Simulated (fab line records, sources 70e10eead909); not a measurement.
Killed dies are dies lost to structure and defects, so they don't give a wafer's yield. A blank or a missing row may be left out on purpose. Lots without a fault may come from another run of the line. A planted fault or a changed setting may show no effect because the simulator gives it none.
fab line records | flow nand_harc
record lots=6 wafers=18 last_day=34
route steps=1302 shown A_BLC@1110 END@1302
lots that met no fault: from a run of the same line without faults
start_h: hours from the record's first day to the start of the lot's first wafer shown | wait_h: hours since the lot's step before | " the same as in the row above | L1.1+2: a row that stands for several wafers | - no value, or no start given | * or withheld: withheld | < > ~ a bound
route shown NAME@n: a module of which the file shows steps, and the number in the route of the first | usual: mean/standard deviation of fault-free wafers | same: alike in all rows | chamber/n: place in a boat | sites: the reading at each site | _std_site: their standard deviation | _edge_site: outer sites' mean less inner sites' | radius_mm: how far each site lies from the wafer's centre | mask NAME#n: copy n | behind: the tool/chamber that last shaped the wafer | hold: why the lot was held/for how many hours/how that ended | device: the transistor (n, p or np) that didn't switch | end of line: the same wafers' tests at the end of the route | a step without rows: its recipe alone | killed: dies lost to structure and defects at the first sort, not the wafer's yield | map: a wafer's dies, x killed, . not, _ none there
set.NAME: the setting as run; set.NAME@STEP: as run at that earlier step | model.NAME: the simulator's own value behind a step, which no gauge read
lots at some steps of the route; a table a step, a row a wafer
services: from which hour (start_h, from the record's first day; less than 0 if before it) a tool's chamber was out of use, for how many hours, and why
## steps
# step NHARC_A_BLC_COAT_03
# recipe temp_c=225 time_s=65
# step NHARC_A_BLC_COAT_04
# recipe spin_rpm=1500 resist_thk_nm=90
# step NHARC_A_BLC_SOFTBAKE_05
# recipe temp_c=105 time_s=55
# step NHARC_A_BLC_EBR_06
# step NHARC_A_BLC_EXPOSE_07
# recipe na=1.35 target_cd_nm=100 dose_mj=67.97 mask_id=A_BLC
# step NHARC_A_BLC_PEB_08
# recipe peb_temp_c=100 peb_time_s=65
# step NHARC_A_BLC_DEVELOP_09
# recipe develop_time_s=35 dev_temp_c=23
# step NHARC_A_BLC_CD_MEAS_10
# recipe target_cd_nm=100 landing_energy_ev=500
# usual cd_nm=99.8/0.56
# same landing_energy_ev=500
# columns lot.wafer tool chamber start_h wait_h cd_nm
L664.1 cd_sem-01 0 539.87 - 99.6
L664.2 " 0 " " 100.0
L664.5 " 0 " " 100.4
L678.1 cd_sem-03 0 664.50 - 99.7
L678.2 " 0 " " 99.8
L678.6 " 0 " " 99.2
L680.2 cd_sem-02 0 689.81 - 99.7
L680.3 " 0 " " 100.6
L680.5 " 0 " " 100.4
L683.1 cd_sem-03 0 715.18 - 100.0
L683.3 " 0 " " 99.7
L683.4 " 0 " " 99.2
L685.1 cd_sem-03 0 721.80 - 100.1
L685.2 " 0 " " 99.3
L685.5 " 0 " " 100.5
L686.1 cd_sem-02 0 766.62 - 99.8
L686.5 " 0 " " 99.4
L686.6 " 0 " " 99.6
# step NHARC_A_BLC_OVL_MEAS_11
# usual overlay_x_nm=-0.2/0.82 overlay_y_nm=0.0/1
# columns lot.wafer tool chamber start_h wait_h overlay_x_nm overlay_y_nm
L664.1 overlay-02 - 539.96 - 0.4 0.0
L664.2 " - " " 0.5 -0.7
L664.5 " - " " 0.6 -0.5
L678.1 overlay-02 - 664.59 - 0.1 0.5
L678.2 " - " " 0.5 0.6
L678.6 " - " " 0.3 1.0
L680.2 overlay-02 - 689.90 - -0.4 -0.3
L680.3 " - " " -1.2 -0.6
L680.5 " - " " -0.6 -0.3
L683.1 overlay-02 - 715.26 - -0.7 0.7
L683.3 " - " " -1.6 1.1
L683.4 " - " " -0.9 0.6
L685.1 overlay-01 - 721.89 - -0.4 1.3
L685.2 " - " " -1.0 1.0
L685.5 " - " " -1.7 0.6
L686.1 overlay-01 - 766.71 - -0.4 1.2
L686.5 " - " " -0.5 0.9
L686.6 " - " " 0.0 1.1
# step NHARC_A_BLC_INSPECT_12
# usual raw_defect_count=76/38
# columns lot.wafer tool chamber start_h wait_h raw_defect_count
L664.1 defect_inspect-02 - 539.99 0.0 92
L664.2 " - " " 112
L664.5 " - " " 128
L678.1 defect_inspect-02 - 664.62 0.0 64
L678.2 " - " " 67
L678.6 " - " " 71
L680.2 defect_inspect-01 - 689.94 0.0 20
L680.3 " - " " 38
L680.5 " - " " 30
L683.1 defect_inspect-02 - 715.30 0.0 129
L683.3 " - " " 98
L683.4 " - " " 121
L685.1 defect_inspect-01 - 721.93 0.0 138
L685.2 " - " " 130
L685.5 " - " " 111
L686.1 defect_inspect-02 - 766.74 0.0 40
L686.5 " - " " 53
L686.6 " - " " 49
# step NHARC_A_BLC_DESCUM_15
# recipe time_s=3 o2_flow_sccm=200 ar_flow_sccm=0 bias_power_w=0 chemistry=O2
# usual drypump_motor_current_A=5.6/0.48 oes_product_au=1.002/0.011 rf_vpp_V=57.6/0.88 showerhead_plenum_p_Torr=1.89/0.077 throttle_valve_pct=11.310/0.0092
# columns lot.wafer tool chamber start_h wait_h drypump_motor_current_A oes_product_au rf_hours_counter_h rf_vpp_V showerhead_plenum_p_Torr throttle_valve_pct
L664.1 rie_diel-12 0 540.07 0.1 6.7 1.018 6 57.7 1.94 11.323
L664.2 " 1 " " 5.8 1.002 5 57.4 1.85 11.306
L664.5 " 3 " " 5.5 0.979 - 58.1 1.86 11.324
L678.2 rie_diel-08 1 664.68 0.1 4.9 1.008 9 56.1 1.80 11.321
L678.1 " 0 " " 5.1 1.007 9 57.6 1.97 11.317
L678.6 " 2 " " 5.5 1.012 - 57.0 1.77 11.300
L680.2 rie_diel-08 2 690.00 0.1 5.6 1.008 13 57.2 1.77 11.311
L680.3 " 3 " " 6.0 0.991 12 57.2 1.96 11.308
L680.5 " 3 " " 6.0 0.999 - 57.4 1.96 11.316
L683.3 rie_diel-12 2 715.36 0.1 5.3 0.994 5 57.2 1.89 11.296
L683.4 " 0 " " 6.6 0.998 5 56.7 1.94 11.324
L683.1 " 1 " " 5.8 1.000 5 55.4 1.85 11.315
L685.2 rie_diel-12 3 722.00 0.1 5.5 1.002 7 56.4 1.85 11.306
L685.1 " 0 " " 6.6 1.012 6 57.4 1.94 11.304
L685.5 " 3 " " 5.6 1.001 - 56.6 1.85 11.311
L686.1 rie_diel-08 3 766.82 0.1 6.0 0.993 2 58.7 1.96 11.294
L686.6 " 1 " " 4.9 1.024 - 56.1 1.80 11.315
L686.5 " 2 " " 5.5 1.011 - 57.6 1.77 11.307
# step NHARC_A_BLC_ETCH_16
# recipe target_depth_a=390 over_etch_frac=0.3 time_s=65 ion_energy_ev=80 cf4_flow_sccm=150 ar_flow_sccm=0 rf_w=300 bias_w=100 chemistry=CF4
# usual bias_w=100.03/0.27 drypump_motor_current_A=5.6/0.49 oes_product_au=1.002/0.011 rf_fwd_power_W=297.7/1.1 rf_vpp_V=150.9/1.2 run_length_s=86.4/0.36 showerhead_plenum_p_Torr=1.75/0.064 throttle_valve_pct=13.284/0.01
# columns lot.wafer tool chamber start_h wait_h bias_w drypump_motor_current_A oes_product_au rf_fwd_power_W rf_hours_counter_h rf_vpp_V run_length_s showerhead_plenum_p_Torr throttle_valve_pct
L664.1 rie_diel-12 2 540.14 0.1 99.50 5.3 1.007 298.6 5 151.6 87.0 1.75 13.278
L664.2 " 3 " " 99.89 5.5 0.994 297.4 5 150.4 86.2 1.72 13.292
L664.5 " 2 " " 99.95 5.3 1.011 297.4 - 151.9 86.6 1.75 13.298
L678.2 rie_diel-08 2 664.78 0.1 99.89 5.5 1.005 295.5 10 149.0 87.1 1.65 13.287
L678.1 " 3 " " 100.22 6.0 1.001 298.4 10 150.7 86.1 1.81 13.269
L678.6 " 1 " " 100.43 4.9 1.014 295.4 - 150.9 87.0 1.67 13.287
L680.3 rie_diel-08 1 690.08 0.1 100.41 4.9 1.013 296.9 11 149.7 86.8 1.67 13.269
L680.2 " 3 " " 100.37 6.0 0.995 299.0 12 152.7 86.4 1.81 13.301
L680.5 " 1 " " 100.18 4.9 1.007 295.3 - 151.1 86.8 1.67 13.312
L683.1 rie_diel-12 3 715.45 0.1 100.09 5.5 0.992 297.6 5 151.7 86.4 1.72 13.278
L683.4 " 1 " " 100.32 5.8 1.002 297.0 5 151.7 85.8 1.71 13.273
L683.3 " 2 " " 100.02 5.3 0.993 297.9 5 151.7 86.7 1.75 13.286
L685.1 rie_diel-12 3 722.08 0.1 99.94 5.5 0.993 296.8 7 149.0 86.3 1.72 13.291
L685.2 " 0 " " 100.02 6.6 0.988 297.7 6 151.2 86.1 1.79 13.274
L685.5 " 2 " " 99.71 5.3 1.001 299.1 - 149.5 87.0 1.75 13.277
L686.1 rie_diel-08 1 766.90 0.1 100.23 4.9 1.017 296.4 2 149.9 86.4 1.67 13.284
L686.5 " 3 " " 100.22 6.0 0.987 299.1 - 152.7 86.1 1.81 13.283
L686.6 " 0 " " 100.02 5.1 0.987 296.6 - 153.0 85.7 1.82 13.285
# step NHARC_A_BLC_ETCH_17
# recipe target_depth_a=3900 over_etch_frac=0.25 time_s=609.38 ion_energy_ev=200 n2_flow_sccm=150 h2_flow_sccm=150 ar_flow_sccm=0 rf_w=400 bias_w=150 chemistry=N2/H2
# usual bias_w=150.0/0.46 drypump_motor_current_A=5.6/0.48 oes_product_au=1.002/0.0097 rf_fwd_power_W=399.7/1.1 rf_vpp_V=429.8/2.4 run_length_s=630.8/0.38 showerhead_plenum_p_Torr=2.02/0.083 throttle_valve_pct=14.170/0.01
# columns lot.wafer tool chamber start_h wait_h bias_w drypump_motor_current_A oes_product_au rf_fwd_power_W rf_hours_counter_h rf_vpp_V run_length_s showerhead_plenum_p_Torr throttle_valve_pct
L664.1 rie_diel-12 2 540.27 - 149.3 5.3 0.996 401.7 5 429.2 631.0 2.02 14.166
L664.2 " 0 " " 149.6 6.6 1.017 400.2 6 430.3 630.8 2.07 14.170
L664.5 " 2 " " 150.0 5.3 1.001 401.7 - 429.0 631.2 2.01 14.162
L678.2 rie_diel-08 3 664.91 - 149.5 6.0 0.997 399.7 10 432.3 630.5 2.09 14.192
L678.1 " 0 " " 150.3 5.2 1.001 397.5 9 432.5 630.5 2.11 14.171
L678.6 " 3 " " - 6.0 0.999 - - 430.9 574.2 2.09 14.183
L680.3 rie_diel-08 3 690.18 - - 6.0 1.004 - 13 431.3 574.1 2.09 14.171
L680.2 " 2 " " 150.4 5.6 0.995 398.0 13 425.5 630.8 1.88 14.190
L680.5 " 0 " " 150.0 5.2 1.006 397.3 - 431.6 630.5 2.11 14.175
L683.1 rie_diel-12 0 715.54 - 149.8 6.6 1.005 399.3 5 432.1 630.7 2.07 14.164
L683.4 " 1 " " 150.2 5.8 0.997 400.6 6 429.2 630.7 1.97 14.171
L683.3 " 3 " " 149.8 5.6 0.983 399.7 5 428.5 630.6 1.97 14.174
L685.2 rie_diel-12 3 722.26 - 149.4 5.5 0.989 397.4 7 429.9 630.7 1.97 14.173
L685.1 " 0 " " 150.5 6.6 1.003 400.9 6 430.0 630.7 2.06 14.174
L685.5 " 1 " " 148.6 5.8 1.003 400.6 - 428.5 630.5 1.97 14.174
L686.1 rie_diel-08 0 767.02 - 149.0 5.1 0.998 400.8 2 432.9 630.6 2.10 14.174
L686.5 " 3 " " 149.6 6.0 0.992 400.7 - 431.6 630.6 2.09 14.180
L686.6 " 0 " " 149.8 5.1 1.001 399.5 - 431.9 630.2 2.10 14.173
# step NHARC_A_BLC_ETCH_18
# recipe target_depth_a=9100 c4f8_flow_sccm=20 o2_flow_sccm=10 ar_flow_sccm=withheld rf_w=600 bias_w=1500 chemistry=C4F8/O2/Ar
# usual bias_w=1499/4.9 oes_product_au=0.953/0.023 rf_fwd_power_W=599.1/1.8 rf_vpp_V=976/5.2
# columns lot.wafer tool chamber start_h wait_h bias_w oes_product_au rf_fwd_power_W rf_hours_counter_h rf_vpp_V
L664.2 rie_diel-12 2 - - 1500 0.960 603.5 5 976
L664.1 " 3 " " 1505 0.943 600.4 5 975
L664.5 " 2 " " 1498 0.955 599.8 - 977
L678.1 rie_diel-08 2 - - 1508 0.969 602.5 10 968
L678.2 " 3 " " 1499 0.978 598.4 10 981
L678.6 " 0 " " 1495 0.969 599.8 - 982
L680.3 rie_diel-08 2 - - 1492 0.934 598.8 13 966
L680.2 " 3 " " 1500 0.917 597.9 13 982
L680.5 " 1 " " 1497 0.935 599.4 - 971
L683.1 rie_diel-12 2 - - 1503 0.967 600.2 5 976
L683.4 " 3 " " 1497 0.957 600.0 6 974
L683.3 " 0 " " 1498 0.974 600.0 5 981
L685.1 rie_diel-12 3 - - 1505 0.916 599.6 7 975
L685.2 " 0 " " 1504 0.930 598.0 6 980
L685.5 " 2 " " 1506 0.928 601.9 - 977
L686.1 rie_diel-08 3 - - 1502 0.971 598.9 2 982
L686.6 " 0 " " 1500 0.979 600.9 - 983
L686.5 " 1 " " 1501 0.981 597.9 - 971
# step NHARC_END_SORT_01
# recipe temp_c=25
# usual killed_at_array=53/21 killed_at_other=1.1/1.5 killed_at_periphery=3.9/2.7 killed_dies=58/21 killed_open=3.4/1.9 killed_short=2.3/1.5
# same gross_dies=677
# columns lot.wafer tool chamber start_h wait_h killed_at_array killed_at_other killed_at_periphery killed_dies killed_open killed_short
L678.1 prober-01 0 710.19 2.5 45 0 2 47 4 2
L678.2 prober-01 0 710.99 2.8 46 0 8 54 5 2
L678.6 prober-01 0 714.19 4.0 45 0 1 46 2 3
# killed by level:class
L678.1 A_CHANNEL_HOLE_D1:chamber_film_flake=28 A_BONDPAD:chamber_film_flake=5 A_SLIT:chamber_film_flake=3 P_GATE:chamber_film_flake=2 A_WL_FILL:chamber_film_flake=2 A_ONON_D1:geometric_particle:open=1 A_CHANNEL_HOLE_D2:geometric_particle:open=1 A_CHANNEL_HOLE_D2:geometric_particle:short=1
L678.2 A_CHANNEL_HOLE_D1:chamber_film_flake=31 A_STAIRCASE:chamber_film_flake=4 A_SLIT:chamber_film_flake=4 P_GATE:chamber_film_flake=3 P_GATE:geometric_particle:open=2 P_M0:chamber_film_flake=2 P_M1:geometric_particle:open=1 A_CHANNEL_FILL_D1:geometric_particle:open=1
L678.6 A_CHANNEL_HOLE_D1:chamber_film_flake=30 A_BONDPAD:chamber_film_flake=3 A_STAIRCASE:chamber_film_flake=3 A_SLIT:chamber_film_flake=2 A_ONON_D1:geometric_particle:short=1 A_ONON_D1:geometric_particle:open=1 A_CHANNEL_HOLE_D2:geometric_particle:open=1 A_WL_FILL:geometric_particle:short=1
## services
# columns tool chamber start_h hours kind
rie_diel-08 0 523.86 - clean
rie_diel-08 1 523.86 - clean
rie_diel-08 2 523.86 - clean
rie_diel-08 3 523.86 - clean
rie_diel-12 0 527.91 - clean
rie_diel-12 1 527.91 - clean
rie_diel-12 2 527.91 - clean
rie_diel-12 3 527.91 - clean
rie_diel-08 0 538.92 8.0 repair
rie_diel-08 - 544.86 9.0 pm
rie_diel-08 1 544.86 9.0 vent_cycle
rie_diel-12 - 567.47 0.2 repair
rie_diel-08 2 574.36 6.6 repair
rie_diel-08 1 582.15 21.5 repair
rie_diel-12 - 622.40 9.0 pm
rie_diel-12 0 657.81 24.3 repair
rie_diel-12 1 687.56 3.6 repair
rie_diel-08 3 692.31 3.5 repair
rie_diel-08 2 714.92 9.9 repair
rie_diel-08 - 721.90 9.0 pm
rie_diel-12 - 732.71 0.6 repair
rie_diel-08 1 742.69 7.5 repair
rie_diel-08 2 756.76 5.3 repair
rie_diel-12 3 761.87 1.9 repair
## key
first_sign step=NHARC_A_BLC_ETCH_17 reading=run_length_s direction=down sigmas=99+ usual=* struck=*
effect none on later readings
met_at NHARC_A_BLC_ETCH_17
struck_wafers L678.6,L680.3
tester_left_out L678,L680
fault kind=process_parameter_drift tool=rie_diel-08 chamber=- onset_h=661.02 steps=NHARC_A_BLC_ETCH_17 channel=time_s offset=* shape=step end_h=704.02 scope=struck_wafers_only acts_in=* stated=*
# tester_left_out: of these lots the tester's yield and bins aren't shown, on N5 and GAA mostly nor the transistor test; their killed dies are dies lost to structure and defects alone, not to doping, threshold or leakage, so they don't give the yield
